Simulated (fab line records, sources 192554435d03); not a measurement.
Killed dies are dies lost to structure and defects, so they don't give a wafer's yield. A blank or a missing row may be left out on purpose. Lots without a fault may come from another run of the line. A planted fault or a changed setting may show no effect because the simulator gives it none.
A struck lot beside a sound one | flow n5_finfet | 15 steps out of a route of 1938
Sound: wafers L171.2, L171.5, L171.6. Struck: wafers L166.1, L166.4, L166.5. The cause comes at the end.
At each step with rows: each side's tool, then ch and its chambers, then its first start. Under that, the readings that differ: sound wafers | struck wafers | difference of the means | sigmas: that difference in standard deviations of wafers without a fault.
alike: readings whose means differ by less than 2 such deviations, and words and numbers that are the same on both sides. not compared: withheld readings, readings that some wafer has no value for, bounds like >300 that may hide the same value, and numbers for which the record gives no deviation and whose values overlap.
The two part at a step that has a row with sigmas, a row that says differs or no value, or rows on one side only. Numbers that don't overlap but have no deviation are shown without sigmas and don't part them. A reading that every wafer of one side lacks parts them only if that side has two wafers or more.

first, 11 steps without rows for these wafers: N5_FIN_SAQP_HM_OPEN_73 (chemistry CHF3/O2, target SiO2, stops on a-Si, target depth 12 nm, time 16.8 s); N5_FIN_SAQP_STRIP_74 (strips in CHF3/O2); N5_FIN_SAQP_MANDREL_ETCH_22 (etches a-Si in HBr/Cl2, stops on SiNx, target depth 60 nm, bt time 10 s, time 30 s); N5_FIN_SAQP_STRIP_55 (strips in N2/H2); N5_FIN_SAQP_STRIP_23 (strips in SPM, time 750 s); N5_FIN_SAQP_SRD_66 (time 30 s); N5_FIN_SAQP_RECESS_75 (chemistry HF/NH3, target SiO2, target depth 14.4 nm, afs cycles 3, sublimation time 60 s); N5_FIN_SAQP_SPACER1_ALD_24 (deposits SiO2, target thk 20.3 nm, pulse time 1 s, purge time 2 s); N5_FIN_SAQP_SPACER1_ETCHBACK_25 (etches SiO2 in CHF3/O2, target depth 24.4 nm, time 12.2 s); N5_FIN_SAQP_MANDREL1_REMOVE_56 (chemistry HBr/Cl2/O2, target a-Si, stops on SiNx, bt time 10 s); N5_FIN_SAQP_ETCH_57 (etches SiNx in CH3F/O2, target depth 32.5 nm, time 46.4 s).
N5_FIN_SAQP_ETCH_65: etches SiO2 in CF4, target depth 4 nm, time 4.4 s.
  sound on rie_si-05 ch 0,1,3, day 7 12:10; struck on rie_si-03 ch 1,2, day 6 06:34
  no value came back on the struck wafers for any of 5 readings (bias_w (W), cf4_flow_sccm (sccm) and others); on the sound wafers bias_w (W) reads 399.6 401.0 403.0
  not compared: rf_hours_counter_h
then, 1 step without rows for these wafers: N5_FIN_SAQP_MANDREL_ETCH_58 (etches a-Si in HBr/Cl2, stops on SiNx, target depth 45 nm, bt time 10 s, time 27 s).
N5_BEOL_M4_RC_MEAS_101:
  the record has rows for the sound wafers here (prober-01 ch 0, day 13 14:17) and none for the struck ones
-- the record jumps here: 10 days lie between the struck wafers' starts before and after (it left off in module BEOL_M4 and takes up again in module PASSIVATION, whose first step shown is number 1936 of the route) --
N5_PASSIVATION_PROBE_49:
  the record has rows for the struck wafers here (prober-01, day 16 14:46) and none for the sound ones

WHERE THEY PART
First at N5_FIN_SAQP_ETCH_65; last, within this record, at N5_PASSIVATION_PROBE_49.

WHY: what the simulator had put in
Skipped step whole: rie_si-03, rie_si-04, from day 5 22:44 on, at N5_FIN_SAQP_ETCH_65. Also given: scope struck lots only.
